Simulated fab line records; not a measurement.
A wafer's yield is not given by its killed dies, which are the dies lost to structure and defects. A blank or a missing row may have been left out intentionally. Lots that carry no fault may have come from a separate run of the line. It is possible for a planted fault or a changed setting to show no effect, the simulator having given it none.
Which tool is to blame? + flow nand_harc + 11 lots with 33 wafers sampled at 5 steps, on a route of 1302 steps

WHAT EACH GAUGE READ, for each wafer
NHARC_A_CHANNEL_HOLE_D2_CD_MEAS_18. Usual: cd_nm 99.6 nm, standard deviation 1.6.
| lot  | measured     | on        | cd_nm (nm)       | flag |
|------|--------------|-----------|------------------|------|
| L550 | day 14 07:14 | cd_sem-02 | 99.9 98.5 99.4   |      |
| L551 | day 14 07:32 | cd_sem-01 | 97.0 98.9 97.5   |      |
| L554 | day 16 12:07 | cd_sem-01 | 102.8 98.7 101.9 |      |
| L556 | day 17 01:14 | cd_sem-01 | 97.5 98.9 99.1   |      |
| L562 | day 19 18:50 | cd_sem-02 | 96.3 97.9 97.9   |      |
| L564 | day 20 11:22 | cd_sem-02 | 99.7 100.4 99.3  |      |
| L563 | day 20 13:25 | cd_sem-03 | 101.2 100.0 99.3 |      |
| L568 | day 21 18:05 | cd_sem-03 | 102.2 99.1 99.8  |      |
| L567 | day 21 21:58 | cd_sem-03 | 97.5 97.7 99.3   |      |
| L566 | day 22 03:59 | cd_sem-01 | 99.7 99.1 98.2   |      |
| L569 | day 22 05:42 | cd_sem-03 | 102.6 101.2 99.2 |      |

NHARC_END_SORT_01. Usual: killed_at_array 52, standard deviation 16; killed_at_other 0.8, standard deviation 1.1; killed_at_periphery 4.2, standard deviation 2.5; killed_dies 57, standard deviation 16; killed_open 3.4, standard deviation 2; killed_short 2.6, standard deviation 1.6.
| lot  | measured     | on        | killed_at_array | killed_at_other | killed_at_periphery | killed_dies | killed_open | killed_short | flag |
|------|--------------|-----------|-----------------|-----------------|---------------------|-------------|-------------|--------------|------|
| L550 | day 25 18:40 | prober-02 | 45 31 42        | 0 0 0           | 1 5 5               | 46 36 47    | 2 2 0       | 3 6 2        |      |
| L551 | day 26 03:20 | prober-02 | 60 55 48        | 0 0 0           | 2 2 4               | 62 57 52    | 3 2 4       | 2 2 2        |      |
| L554 | day 27 10:14 | prober-01 | 674 673 670     | 2 2 1           | 1 2 6               | 677 677 677 | 2 1 3       | 2 1 3        | OFF  |
| L556 | day 28 12:40 | prober-01 | 672 670 674     | 1 0 1           | 4 7 2               | 677 677 677 | 3 4 3       | 1 2 3        | OFF  |
| L562 | day 30 12:15 | prober-02 | 64 59 47        | 0 0 1           | 6 6 4               | 70 65 52    | 4 2 3       | 5 4 5        |      |
| L564 | day 31 22:51 | prober-02 | 58 44 54        | 2 0 1           | 5 8 3               | 65 52 58    | 8 6 4       | 3 4 4        |      |
| L563 | day 32 01:20 | prober-01 | 47 55 44        | 3 1 1           | 7 5 5               | 57 61 50    | 9 6 3       | 5 6 4        |      |
| L568 | day 32 17:29 | prober-01 | 44 47 51        | 1 1 0           | 5 2 7               | 50 50 58    | 2 1 4       | 4 1 3        |      |
| L567 | day 33 02:05 | prober-01 | 52 62 72        | 0 1 0           | 3 3 3               | 55 66 75    | 3 2 6       | 2 0 1        |      |
| L566 | day 33 09:09 | prober-01 | 35 53 42        | 0 0 0           | 6 3 6               | 41 56 48    | 5 4 8       | 1 2 3        |      |
| L569 | day 33 05:46 | prober-02 | 55 65 68        | 0 0 0           | 3 6 5               | 58 71 73    | 4 4 2       | 2 1 4        |      |

WHAT TOOL EACH LOT RAN ON (gives the tool, then ch and the chambers of the sampled wafers, and finally the start)
| lot  | NHARC_A_CHANNEL_HOLE_D2_ETCH_38    | NHARC_A_CHANNEL_HOLE_D2_ETCH_34               | NHARC_A_CHANNEL_HOLE_D2_ETCH_19  |
|------|------------------------------------|-----------------------------------------------|----------------------------------|
| L550 | rie_diel-02 ch 1,2,3, day 14 06:13 | rie_diel-02 ch 1,3, day 14 07:14 or earlier   | har_etch-02 ch 0,1, day 14 07:19 |
| L551 | rie_diel-05 ch 2,3, day 14 06:31   | rie_diel-05 ch 0,1, day 14 07:32 or earlier   | har_etch-01 ch 0,1, day 14 07:37 |
| L554 | rie_diel-02 ch 0,2,3, day 16 11:05 | rie_diel-02 ch 0,2,3, day 16 12:07 or earlier | har_etch-01 ch 0,1, day 16 14:25 |
| L556 | rie_diel-07 ch 1,3, day 17 00:11   | rie_diel-07 ch 0,2,3, day 17 01:14 or earlier | har_etch-01 ch 0,1, day 17 01:18 |
| L562 | rie_diel-02 ch 0,2,3, day 19 17:49 | rie_diel-02 ch 0,1,2, day 19 18:50 or earlier | har_etch-01 ch 0,1, day 19 21:14 |
| L564 | rie_diel-07 ch 0,1,3, day 20 10:21 | rie_diel-07 ch 0,1,3, day 20 11:22 or earlier | har_etch-02 ch 0,1, day 20 11:56 |
| L563 | rie_diel-05 ch 0,3, day 20 12:23   | rie_diel-05 ch 0,1,3, day 20 13:25 or earlier | har_etch-01 ch 0,1, day 20 13:46 |
| L568 | rie_diel-02 ch 0,1, day 21 17:05   | rie_diel-02 ch 0,2, day 21 18:05 or earlier   | har_etch-01 ch 0,1, day 21 18:10 |
| L567 | rie_diel-05 ch 0,1, day 21 20:56   | rie_diel-05 ch 0,1, day 21 21:58 or earlier   | har_etch-01 ch 0,1, day 21 22:20 |
| L566 | rie_diel-02 ch 1,2,3, day 22 02:58 | rie_diel-02 ch 1,2,3, day 22 03:59 or earlier | har_etch-01 ch 0,1, day 22 06:40 |
| L569 | rie_diel-02 ch 0,1,2, day 22 04:41 | rie_diel-02 ch 0,2,3, day 22 05:42 or earlier | har_etch-02 ch 0,1, day 22 08:02 |
- NHARC_A_CHANNEL_HOLE_D2_ETCH_38: etches the open film in CF4, target depth 39 nm, time 65 s.
- NHARC_A_CHANNEL_HOLE_D2_ETCH_34: etches the open film in CF4/CHF3, target depth 154 nm, time 77 s.
- NHARC_A_CHANNEL_HOLE_D2_ETCH_19: etches the open film in C4F8/O2/Ar, time 34.5 s.

AS READ BY THE TOOLS THEMSELVES (means over the sampled wafers that have a number; for cases with no such wafer, the mark the record gives instead)
NHARC_A_CHANNEL_HOLE_D2_ETCH_38. Usual: bias_w is 100.0 W with standard deviation 0.31, cf4_flow_sccm is 150.0 sccm with standard deviation 0.49, drypump_motor_current_A is 5.8 A with standard deviation 0.47, oes_product_au is 1.003 a.u. with standard deviation 0.008, rf_vpp_V is 151.7 V with standard deviation 1.2, showerhead_plenum_p_Torr is 1.79 Torr with standard deviation 0.062, and throttle_valve_pct is 13.283 % with standard deviation 0.0089.
| lot  | tool        | bias_w (W) | cf4_flow_sccm (sccm) | drypump_motor_current_A (A) | oes_product_au (a.u.) | rf_vpp_V (V) | showerhead_plenum_p_Torr (Torr) | throttle_valve_pct (%) | flag |
|------|-------------|------------|----------------------|-----------------------------|-----------------------|--------------|---------------------------------|------------------------|------|
| L550 | rie_diel-02 | 99.8       | 150.2                | 5.8                         | 1.005                 | 150.9        | 1.77                            | 13.277                 |      |
| L551 | rie_diel-05 | 99.6       | 150.0                | 5.4                         | 1.003                 | 152.9        | 1.87                            | 13.290                 |      |
| L554 | rie_diel-02 | -          | -                    | -                           | -                     | -            | -                               | -                      | OFF  |
| L556 | rie_diel-07 | -          | -                    | -                           | -                     | -            | -                               | -                      | OFF  |
| L562 | rie_diel-02 | 99.9       | 149.7                | 5.6                         | 0.991                 | 151.7        | 1.79                            | 13.275                 |      |
| L564 | rie_diel-07 | 100.3      | 149.7                | 6.0                         | 0.996                 | 150.5        | 1.75                            | 13.277                 |      |
| L563 | rie_diel-05 | 99.8       | 150.7                | 6.2                         | 1.013                 | 152.9        | 1.81                            | 13.278                 |      |
| L568 | rie_diel-02 | 99.7       | 150.2                | 6.3                         | 0.999                 | 150.9        | 1.73                            | 13.284                 |      |
| L567 | rie_diel-05 | 100.3      | 149.6                | 5.9                         | 1.006                 | 153.0        | 1.83                            | 13.287                 |      |
| L566 | rie_diel-02 | 100.1      | 150.7                | 5.8                         | 1.001                 | 151.7        | 1.77                            | 13.287                 |      |
| L569 | rie_diel-02 | 100.2      | 149.9                | 5.9                         | 0.997                 | 150.9        | 1.74                            | 13.282                 |      |

NHARC_A_CHANNEL_HOLE_D2_ETCH_34. Usual: bias_w is 199.9 W with standard deviation 0.62, cf4_flow_sccm is 100.0 sccm with standard deviation 0.32, drypump_motor_current_A is 5.8 A with standard deviation 0.46, oes_product_au is 0.961 a.u. with standard deviation 0.02, rf_vpp_V is 371.3 V with standard deviation 2, showerhead_plenum_p_Torr is 1.59 Torr with standard deviation 0.056, and throttle_valve_pct is 16.803 % with standard deviation 0.0092.
| lot  | tool        | bias_w (W) | cf4_flow_sccm (sccm) | drypump_motor_current_A (A) | oes_product_au (a.u.) | rf_vpp_V (V) | showerhead_plenum_p_Torr (Torr) | throttle_valve_pct (%) | flag |
|------|-------------|------------|----------------------|-----------------------------|-----------------------|--------------|---------------------------------|------------------------|------|
| L550 | rie_diel-02 | 199.5      | 100.2                | 6.0                         | 0.973                 | 371.0        | 1.61                            | 16.806                 |      |
| L551 | rie_diel-05 | 199.7      | 100.2                | 6.1                         | 0.958                 | 371.9        | 1.62                            | 16.807                 |      |
| L554 | rie_diel-02 | 200.4      | 99.9                 | 5.6                         | 0.970                 | 371.3        | 1.60                            | 16.806                 |      |
| L556 | rie_diel-07 | 200.0      | 100.1                | 5.9                         | 0.966                 | 370.2        | 1.56                            | 16.796                 |      |
| L562 | rie_diel-02 | 200.1      | 100.0                | 5.9                         | 0.966                 | 369.9        | 1.55                            | 16.806                 |      |
| L564 | rie_diel-07 | 199.7      | 100.1                | 6.0                         | 0.946                 | 370.5        | 1.56                            | 16.811                 |      |
| L563 | rie_diel-05 | 200.5      | 100.0                | 6.0                         | 0.958                 | 373.2        | 1.63                            | 16.805                 |      |
| L568 | rie_diel-02 | 199.6      | 99.9                 | 5.7                         | 0.973                 | 369.9        | 1.58                            | 16.807                 |      |
| L567 | rie_diel-05 | 200.3      | 99.9                 | 5.9                         | 0.960                 | 372.6        | 1.64                            | 16.798                 |      |
| L566 | rie_diel-02 | 199.9      | 100.1                | 5.8                         | 0.970                 | 370.7        | 1.58                            | 16.800                 |      |
| L569 | rie_diel-02 | 200.2      | 99.9                 | 5.6                         | 0.985                 | 371.3        | 1.60                            | 16.799                 |      |

NHARC_A_CHANNEL_HOLE_D2_ETCH_19. Usual: bias_v 1199 V, standard deviation 12; c4f8_flow_sccm 28.81 sccm, standard deviation 0.089; drypump_motor_current_A 6.0 A, standard deviation 0.43; showerhead_plenum_p_Torr 3.67 Torr, standard deviation 0.15; throttle_valve_pct 37.038 %, standard deviation 0.0091.
| lot  | tool        | bias_v (V) | c4f8_flow_sccm (sccm) | drypump_motor_current_A (A) | showerhead_plenum_p_Torr (Torr) | throttle_valve_pct (%) | flag |
|------|-------------|------------|-----------------------|-----------------------------|---------------------------------|------------------------|------|
| L550 | har_etch-02 | 1202       | 28.89                 | 6.6                         | 3.54                            | 37.041                 |      |
| L551 | har_etch-01 | 1196       | 28.78                 | 5.9                         | 3.69                            | 37.034                 |      |
| L554 | har_etch-01 | 1202       | 28.83                 | 5.7                         | 3.62                            | 37.032                 |      |
| L556 | har_etch-01 | 1199       | 28.83                 | 5.9                         | 3.67                            | 37.048                 |      |
| L562 | har_etch-01 | 1192       | 28.71                 | 5.7                         | 3.58                            | 37.037                 |      |
| L564 | har_etch-02 | 1202       | 28.87                 | 6.6                         | 3.96                            | 37.036                 |      |
| L563 | har_etch-01 | 1198       | 28.73                 | 5.8                         | 3.64                            | 37.040                 |      |
| L568 | har_etch-01 | 1185       | 28.78                 | 5.7                         | 3.57                            | 37.036                 |      |
| L567 | har_etch-01 | 1194       | 28.78                 | 5.7                         | 3.57                            | 37.042                 |      |
| L566 | har_etch-01 | 1191       | 28.81                 | 5.7                         | 3.57                            | 37.049                 |      |
| L569 | har_etch-02 | 1207       | 28.82                 | 6.4                         | 3.94                            | 37.034                 |      |

THE ANSWER, worked out from the rows above alone
Rule: lot off if the mean of its wafers having a number is beyond 3 standard deviations from the usual mean. A lot without any number at a reading at which 4 lots or more have one is off too. Any other lot the step has rows for is counted as sound. The gauges are gone through in route order, then the tools' own readings, and for those a lot's mean is taken as printed above. At the first step where some lot is off, the reading lying furthest off is the one used; lots without a number count as furthest.
Off: L554, L556 (NHARC_END_SORT_01, killed_at_array).
If a tool, at a process step before that reading, ran all the lots that are off and no sound lot after the first of them, it fits. Not tried: the gauges at NHARC_END_SORT_01; whatever is off there is also off at NHARC_A_CHANNEL_HOLE_D2_ETCH_38, on other tools, and gauge error can't account for it. With no start given for some of its lots, NHARC_A_CHANNEL_HOLE_D2_ETCH_34 uses the hours and lot order of NHARC_A_CHANNEL_HOLE_D2_CD_MEAS_18. None of those tried fits.

WHAT THE SIMULATOR HAD PUT IN
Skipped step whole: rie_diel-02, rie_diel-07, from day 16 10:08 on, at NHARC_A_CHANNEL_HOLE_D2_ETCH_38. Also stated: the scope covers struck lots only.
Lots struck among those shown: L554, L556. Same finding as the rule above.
